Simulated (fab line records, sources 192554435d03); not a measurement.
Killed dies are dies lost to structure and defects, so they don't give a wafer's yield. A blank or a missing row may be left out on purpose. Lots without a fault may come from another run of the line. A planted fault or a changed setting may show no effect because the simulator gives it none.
fab line records | flow n5_finfet
record lots=9 wafers=27 last_day=17
route steps=1938 shown BEOL_M1@774 BEOL_M4@1111
lots that met no fault: from a run of the same line without faults
start_h: hours from the record's first day to the start of the lot's first wafer shown | wait_h: hours since the lot's step before | " the same as in the row above | L1.1+2: a row that stands for several wafers | - no value, or no start given | * or withheld: withheld | < > ~ a bound
route shown NAME@n: a module of which the file shows steps, and the number in the route of the first | usual: mean/standard deviation of fault-free wafers | same: alike in all rows | chamber/n: place in a boat | sites: the reading at each site | _std_site: their standard deviation | _edge_site: outer sites' mean less inner sites' | radius_mm: how far each site lies from the wafer's centre | mask NAME#n: copy n | behind: the tool/chamber that last shaped the wafer | hold: why the lot was held/for how many hours/how that ended | device: the transistor (n, p or np) that didn't switch | end of line: the same wafers' tests at the end of the route | a step without rows: its recipe alone | killed: dies lost to structure and defects at the first sort, not the wafer's yield | map: a wafer's dies, x killed, . not, _ none there
set.NAME: the setting as run; set.NAME@STEP: as run at that earlier step | model.NAME: the simulator's own value behind a step, which no gauge read
steps of the route over a sample of lots; a table a step, a row a wafer
services: from which hour (start_h, from the record's first day; less than 0 if before it) a tool's chamber was out of use, for how many hours, and why
## steps
# step N5_BEOL_M1_HM_OPEN_17
# recipe chemistry=Cl2/BCl3 target_depth_a=200 overetch_a=60 target=TiN mask_material=SOC ion_energy_ev=150 pressure_mtorr=10 icp_w=1000 bias_w=126 Cl2_flow_sccm=53.25 bcl3_flow_sccm=21.75 Ar_flow_sccm=25
# usual drypump_motor_current_A=5.55/0.29 oes_product_au=0.67/0.1 rf_fwd_power_W=993/3.7 throttle_valve_pct=22.29/0.28
# columns lot.wafer tool chamber start_h wait_h drypump_motor_current_A oes_product_au rf_fwd_power_W rf_hours_counter_h throttle_valve_pct
L838.3 rie_metal-02 0 126.52 0.1 4.97 0.53 994 - 22.35
L838.4 " 1 " " 5.49 0.52 986 - 22.33
L838.5 " 1 " " 5.49 0.52 986 - 22.34
L840.3 rie_metal-01 1 142.21 0.1 5.59 0.81 992 - 21.76
L840.4 " 0 " " 5.49 0.81 997 - 22.55
L840.5 " 0 " " 5.46 0.80 994 - 22.56
L850.1 rie_metal-02 0 209.79 0.0 4.94 0.52 993 130 22.37
L850.5 " 0 " " 4.96 0.53 992 - 22.35
L850.6 " 0 " " 4.93 0.52 993 - 22.37
L851.1 rie_metal-01 0 210.01 0.0 5.44 0.77 991 10 22.55
L851.2 " 1 " " 5.66 0.78 989 13 21.76
L851.5 " 0 " " 5.46 0.77 993 - 22.55
L853.1 rie_metal-03 1 218.63 0.0 5.92 0.67 994 40 22.49
L853.4 " 0 " " 5.66 0.62 994 - 22.26
L853.5 " 1 " " 5.92 0.67 991 - 22.48
L855.1 rie_metal-03 1 229.00 0.0 5.92 0.66 994 41 22.49
L855.4 " 1 " " 5.93 0.65 993 - 22.49
L855.6 " 0 " " 5.66 0.60 992 - 22.29
L856.1 rie_metal-03 0 235.24 0.0 5.67 0.61 992 64 22.29
L856.2 " 1 " " 5.90 0.66 1000 41 22.48
L856.6 " 1 " " 5.93 0.66 998 - 22.50
L857.3 rie_metal-01 1 244.11 0.1 5.66 0.75 997 - 21.79
L857.4 " 0 " " 5.45 0.74 990 - 22.60
L857.6 " 0 " " 5.42 0.73 991 - 22.60
L858.1 rie_metal-03 0 251.27 0.0 5.66 0.59 986 66 22.30
L858.5 " 0 " " 5.68 0.61 990 - 22.27
L858.6 " 1 " " 5.94 0.65 992 - 22.53
# step N5_BEOL_M1_CD_MEAS_28
# recipe landing_energy_ev=500 detector=se_inlens target_cd_y_nm=23.3
# usual cd_nm=23.94/0.25
# columns lot.wafer tool chamber start_h wait_h cd_nm
L838.3 cd_sem-01 0 127.12 - 24.17
L838.4 " 0 " " 24.06
L838.5 " 0 " " 24.67
L840.3 cd_sem-03 0 142.69 - 24.01
L840.4 " 0 " " 24.07
L840.5 " 0 " " 23.69
L850.1 cd_sem-01 0 210.38 - 24.38
L850.5 " 0 " " 23.85
L850.6 " 0 " " 23.81
L851.1 cd_sem-03 0 210.51 - 24.18
L851.2 " 0 " " 24.18
L851.5 " 0 " " 24.06
L853.1 cd_sem-03 0 219.30 - 24.04
L853.4 " 0 " " 23.66
L853.5 " 0 " " 23.89
L855.1 cd_sem-03 0 229.68 - 23.97
L855.4 " 0 " " 24.02
L855.6 " 0 " " 24.28
L856.1 cd_sem-02 0 235.74 - 23.65
L856.2 " 0 " " 24.04
L856.6 " 0 " " 24.09
L857.3 cd_sem-03 0 244.71 - 24.30
L857.4 " 0 " " 23.60
L857.6 " 0 " " 24.30
L858.1 cd_sem-02 0 251.79 - 23.90
L858.5 " 0 " " 24.11
L858.6 " 0 " " 24.13
# step N5_BEOL_M1_ETCH_69
# recipe chemistry=CF4 target=SiARC target_depth_a=156 mask_material=CAR-EUV time_s=26 ion_energy_ev=80 pressure_mtorr=40 source_w=545 bias_w=36 Ar_flow_sccm=100 cf4_flow_sccm=100 ends=cleared
# usual drypump_motor_current_A=5.8/0.53 etch_rf_on_time_s=25.9/0.91 oes_product_au=0.65/0.072 rf_fwd_power_W=531.8/1.7 rf_vpp_V=184.0/1.2 showerhead_plenum_p_Torr=2.14/0.071 throttle_valve_pct=15.57/0.19
# columns lot.wafer tool chamber start_h wait_h drypump_motor_current_A etch_rf_on_time_s oes_product_au rf_fwd_power_W rf_hours_counter_h rf_vpp_V showerhead_plenum_p_Torr throttle_valve_pct
L838.3 rie_diel-04 0 127.29 0.0 5.3 26.4 0.65 534.0 135 185.3 2.22 15.59
L838.4 " 2 " " 4.9 25.6 0.64 531.9 189 183.8 2.22 15.65
L838.5 " 1 " " 6.3 26.4 0.62 531.7 - 185.7 2.23 15.45
L840.3 rie_diel-04 1 142.86 0.0 6.3 26.2 0.62 530.2 184 184.9 2.23 15.45
L840.4 " 1 " " 6.2 32.5 0.55 533.4 - 185.5 2.23 15.45
L840.5 " 3 " " 5.9 27.3 0.58 533.2 - 183.9 2.05 15.78
L850.1 rie_diel-02 0 210.55 0.0 6.4 24.2 0.83 534.8 18 185.6 2.19 15.28
L850.5 " 0 " " 6.4 24.1 0.83 535.1 - 184.2 2.19 15.27
L850.6 " 1 " " 5.1 25.7 0.60 532.4 - 186.6 2.20 15.53
L851.1 rie_diel-06 0 210.69 0.0 5.9 25.8 0.62 530.0 204 185.4 2.20 15.86
L851.2 " 3 " " 5.2 25.2 0.62 532.0 178 182.1 2.04 15.52
L851.5 " 0 " " 5.9 25.7 0.61 529.8 - 184.7 2.21 15.87
L853.1 rie_diel-06 2 219.48 0.0 6.2 25.4 0.74 529.3 43 183.2 2.09 15.67
L853.4 " 0 " " 5.9 26.0 0.61 532.7 207 184.8 2.20 15.86
L853.5 " 1 " " 5.4 26.2 0.69 534.0 - 184.7 2.16 15.22
L855.1 rie_diel-04 3 229.89 0.0 5.9 27.1 0.57 532.3 248 182.2 2.04 15.84
L855.4 " 2 " " 4.8 25.6 0.63 533.4 215 184.5 2.21 15.69
L855.6 " 3 " " 5.9 27.2 0.57 530.4 - 183.1 2.04 15.84
L856.1 rie_diel-02 1 235.92 0.0 5.1 25.9 0.60 530.9 242 184.2 2.20 15.55
L856.2 " 3 " " 6.4 27.7 0.59 531.6 206 183.3 2.13 15.72
L856.6 " 1 " " 5.1 25.8 0.59 528.9 - 184.0 2.20 15.54
L857.3 rie_diel-02 3 244.88 0.0 6.4 28.3 0.57 530.3 208 182.5 2.13 15.72
L857.4 " 1 " " 5.1 26.0 0.59 532.5 244 184.7 2.20 15.53
L857.6 " 2 " " 6.3 25.2 0.63 535.0 - 183.1 2.04 15.64
L858.1 rie_diel-06 1 252.01 0.0 5.4 26.2 0.68 533.4 80 184.8 2.16 15.23
L858.5 " 2 " " 6.2 25.6 0.73 532.9 - 183.4 2.09 15.68
L858.6 " 1 " " 5.4 26.2 0.68 529.2 - 183.8 2.16 15.23
# step N5_BEOL_M1_ETCH_70
# recipe chemistry=N2/H2 target=SOC target_depth_a=800 overetch_a=160 mask_material=SiARC temp_c=40 time_s=120 ion_energy_ev=200 pressure_mtorr=30 source_w=840 bias_w=150 n2_flow_sccm=200 h2_flow_sccm=200
# usual drypump_motor_current_A=5.8/0.55 oes_product_au=0.58/0.055 rf_fwd_power_W=835.6/2.8 rf_vpp_V=524.0/2.6 showerhead_plenum_p_Torr=2.55/0.094 throttle_valve_pct=17.73/0.25
# columns lot.wafer tool chamber start_h wait_h drypump_motor_current_A oes_product_au rf_fwd_power_W rf_hours_counter_h rf_vpp_V showerhead_plenum_p_Torr throttle_valve_pct
L838.3 rie_diel-04 3 128.07 0.0 5.9 0.55 833.3 217 519.1 2.40 17.77
L838.4 " 1 " " 6.2 0.57 834.8 180 526.6 2.65 17.68
L838.5 " 3 " " 5.9 0.54 832.3 - 519.5 2.40 17.77
L840.3 rie_diel-04 1 146.62 0.0 6.2 0.56 839.0 185 525.9 2.65 17.67
L840.4 " 1 " " 6.2 0.56 839.4 - 526.7 2.65 17.69
L840.5 " 3 " " 5.9 0.54 830.6 - 520.8 2.40 17.76
L850.1 rie_diel-02 0 211.56 0.0 6.4 0.72 837.0 18 526.7 2.59 17.26
L850.5 " 2 " " 6.4 0.55 839.2 - 521.5 2.43 17.88
L850.6 " 1 " " 5.1 0.54 836.5 - 525.5 2.61 17.64
L851.1 rie_diel-06 2 213.73 0.0 6.2 0.66 837.2 41 523.0 2.47 17.79
L851.2 " 0 " " 5.9 0.54 835.0 205 527.2 2.65 18.13
L851.5 " 0 " " 5.9 0.55 834.2 - 525.4 2.65 18.13
L853.1 rie_diel-06 0 221.23 0.0 5.9 0.54 833.3 207 524.7 2.64 18.13
L853.4 " 2 " " 6.2 0.66 833.6 43 522.4 2.47 17.80
L853.5 " 2 " " 6.2 0.66 834.7 - 522.5 2.47 17.80
L855.1 rie_diel-02 2 234.62 0.0 6.3 0.55 834.3 201 520.6 2.43 17.90
L855.4 " 0 " " 6.4 0.70 835.4 24 525.5 2.59 17.26
L855.6 " 1 " " 5.1 0.53 838.2 - 526.4 2.61 17.63
L856.1 rie_diel-02 0 239.75 0.0 6.4 0.70 837.5 26 525.8 2.59 17.27
L856.2 " 1 " " 5.1 0.53 836.5 243 526.4 2.60 17.62
L856.6 " 2 " " 6.4 0.55 832.6 - 520.5 2.43 17.91
L857.3 rie_diel-02 1 246.42 0.0 5.1 0.53 842.2 245 524.5 2.60 17.61
L857.4 " 0 " " 6.4 0.70 833.8 28 525.5 2.59 17.28
L857.6 " 1 " " 5.1 0.52 840.3 - 525.7 2.60 17.63
L858.1 rie_diel-02 0 264.20 0.0 6.4 0.69 837.3 32 525.3 2.58 17.29
L858.5 " 3 " " 6.4 0.54 834.2 - 521.4 2.53 17.95
L858.6 " 0 " " 6.4 0.69 837.9 - 527.0 2.58 17.27
# step N5_BEOL_M4_RC_MEAS_101
# usual DIBL_N=37.0/2.3 DIBL_P=37.3/2.8 IOFF_N=0.17/0.046 IOFF_P=0.23/0.054 ION_N=675/14 ION_P=460/9.3 SS_N=71.7/0.73 SS_P=73.6/0.95 VT_N=249/3.9 VT_P=-250/3.9
# columns lot.wafer tool chamber start_h wait_h DIBL_N[mV/V] DIBL_P[mV/V] IOFF_N[nA/um] IOFF_P[nA/um] ION_N[uA/um] ION_P[uA/um] SS_N[mV/dec] SS_P[mV/dec] VT_N[mV] VT_P[mV]
L838.3 prober-02 0 170.31 0.3 37.4 37.6 0.19 0.22 677 457 72.1 73.7 250 -249
L838.4 " 0 " " 36.8 37.4 0.17 0.22 667 453 71.1 75.0 249 -251
L838.5 " 0 " " 39.6 40.9 0.25 0.29 688 457 72.2 76.1 245 -248
L840.3 prober-02 0 190.91 0.3 37.5 37.8 0.18 0.19 682 454 72.0 73.1 248 -252
L840.4 " 0 " " 36.0 36.8 0.16 0.18 676 453 71.0 73.5 249 -254
L840.5 " 0 " " 41.5 43.3 0.27 0.28 694 461 73.1 75.4 244 -246
L850.1 prober-02 0 250.89 0.0 36.1 38.2 0.19 0.28 668 459 71.0 74.4 243 -245
L850.5 " 0 " " 33.9 34.1 0.14 0.21 673 458 70.5 72.7 251 -250
L850.6 " 0 " " 37.1 38.5 0.23 0.30 694 469 71.8 74.5 241 -245
L851.1 prober-01 0 280.83 0.0 34.0 32.0 0.10 0.16 656 456 70.8 72.3 256 -253
L851.2 " 0 " " 40.2 40.6 0.21 0.31 663 458 73.1 74.7 250 -247
L851.5 " 0 " " 38.4 38.3 0.18 0.26 656 453 73.0 74.2 247 -249
L853.1 prober-01 0 285.46 0.0 39.3 41.4 0.23 0.26 687 465 72.8 74.4 246 -248
L853.4 " 0 " " 41.2 44.0 0.28 0.32 704 470 73.7 75.4 241 -245
L853.5 " 0 " " 36.0 36.5 0.16 0.19 681 456 71.7 73.3 248 -253
L855.1 prober-01 0 286.71 0.0 32.3 33.6 0.11 0.14 657 445 71.2 72.2 256 -257
L855.4 " 0 " " 36.5 38.5 0.18 0.20 679 458 72.3 73.7 249 -252
L855.6 " 0 " " 32.7 34.1 0.12 0.14 663 449 71.1 72.2 254 -258
L856.1 prober-02 0 288.93 0.0 36.2 33.2 0.15 0.18 670 456 71.6 72.5 253 -253
L856.2 " 0 " " 37.1 35.2 0.17 0.21 676 454 71.7 72.8 250 -253
L856.6 " 0 " " 35.3 33.1 0.13 0.18 677 466 70.6 73.1 252 -250
L857.3 prober-01 0 302.09 0.3 38.3 39.4 0.20 0.24 673 456 71.8 73.6 247 -251
L857.4 " 0 " " 36.8 38.0 0.17 0.21 671 455 72.3 72.9 250 -252
L857.6 " 0 " " 37.2 38.0 0.18 0.22 666 455 71.8 73.7 248 -250
L858.1 prober-01 0 308.46 0.0 37.8 36.6 0.16 0.20 677 459 71.3 73.3 250 -256
L858.5 " 0 " " 38.4 36.6 0.16 0.21 656 444 71.8 72.9 253 -252
L858.6 " 0 " " 40.4 38.7 0.22 0.24 668 451 72.2 73.2 247 -253
## services
# columns tool chamber start_h hours kind
rie_diel-04 2 105.53 3.5 repair
rie_diel-02 0 133.14 - clean
rie_diel-02 0 133.14 - consumable_replace:focus_ring
rie_diel-02 0 133.14 16.0 scheduled_down
rie_diel-02 0 133.14 16.0 vent_cycle
rie_diel-04 2 140.05 19.5 repair
rie_metal-01 1 176.04 4.8 repair
rie_diel-04 3 180.80 1.6 repair
rie_metal-02 1 204.81 - clean
rie_metal-02 1 204.81 15.8 scheduled_down
rie_metal-02 1 204.81 15.8 vent_cycle
rie_metal-02 0 220.62 - clean
rie_metal-02 0 220.62 19.0 scheduled_down
rie_metal-02 0 220.62 19.0 vent_cycle
rie_diel-02 1 222.31 5.3 repair
rie_diel-04 3 237.79 - clean
rie_diel-04 3 237.79 - consumable_replace:focus_ring
rie_diel-04 3 237.79 - consumable_replace:showerhead
rie_diel-04 3 237.79 23.2 scheduled_down
rie_diel-04 3 237.79 23.2 vent_cycle
rie_metal-03 - 242.53 0.8 repair
rie_metal-02 - 260.14 0.2 repair
## key
first_sign step=N5_BEOL_M1_ETCH_69 reading=etch_rf_on_time_s direction=up sigmas=7.3 usual=* struck=*
effect none on later readings
met_at N5_BEOL_M1_ETCH_69
struck_lots L840
struck_wafers L840.4
not_acting_at N5_BEOL_M1_HM_OPEN_17,N5_BEOL_M1_CD_MEAS_28,N5_BEOL_M1_ETCH_70
onset_between 127.29 142.86
fault kind=process_parameter_drift tool=rie_diel-04 chamber=- onset_h=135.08 steps=N5_BEOL_M1_ETCH_69 channel=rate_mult offset=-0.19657 shape=step end_h=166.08 scope=struck_wafers_only
